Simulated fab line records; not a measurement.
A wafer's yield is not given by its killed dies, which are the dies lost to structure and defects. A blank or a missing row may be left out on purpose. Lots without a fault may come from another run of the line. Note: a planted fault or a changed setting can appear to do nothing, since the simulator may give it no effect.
Chamber matching -- flow n5-finfet -- N5_BEOL_M2_ETCH_63 on rie-diel-04 has 4 sister chambers
The step etches SiARC in CF4, target depth 15.6 nm, time 26 s. 8 wafers are shown with their chamber, then 11 later ones without.

## EACH WAFER AND ITS CHAMBER
wafer,chamber,drypump-motor-current-A (A),showerhead-plenum-p-Torr (Torr)
L077.5,2,5.7,2.12
L089.1,0,6.5,2.25
L089.3,3,5.9,2.26
L089.6,1,6.1,2.25
L090.2,0,6.5,2.25
L090.4,2,5.7,2.11
L090.5,3,6.0,2.26
L092.1,1,6.1,2.24

## WAFERS WITH NO CHAMBER GIVEN
wafer,drypump-motor-current-A (A),showerhead-plenum-p-Torr (Torr)
L092.4,5.7,2.11
L092.5,5.8,2.11
L093.3,5.7,2.11
L093.4,6.1,2.24
L093.5,6.0,2.26
L095.2,5.9,2.26
L095.3,6.5,2.24
L095.4,6.1,2.24
L096.1,5.7,2.11
L096.4,6.0,2.26
L096.5,5.7,2.11

## EACH ONE'S CHAMBER
wafer,from the rows above,in truth
L092.4,2,2
L092.5,2,2
L093.3,2,2
L093.4,1,1
L093.5,3,3
L095.2,3,3
L095.3,0,0
L095.4,1,1
L096.1,2,2
L096.4,3,3
L096.5,2,2
Placed correctly: 11 of 11. Can't be placed from these rows: 0. Wrongly placed: 0.
How it was worked out, from the rows above alone: a wafer's distance from a chamber is the root of the sum, over the readings, of the square of ((its reading less the chamber's mean) divided by the reading's scatter). If the next closest chamber is less than 2 further off than the closest, the wafer can't be placed; otherwise it belongs to the closest. For every chamber, the mean is computed from those of its wafers that are shown. The scatter: take each reading less its chamber's mean, square it, sum over the shown wafers, divide by the number of wafers less the number of chambers, and take the root.
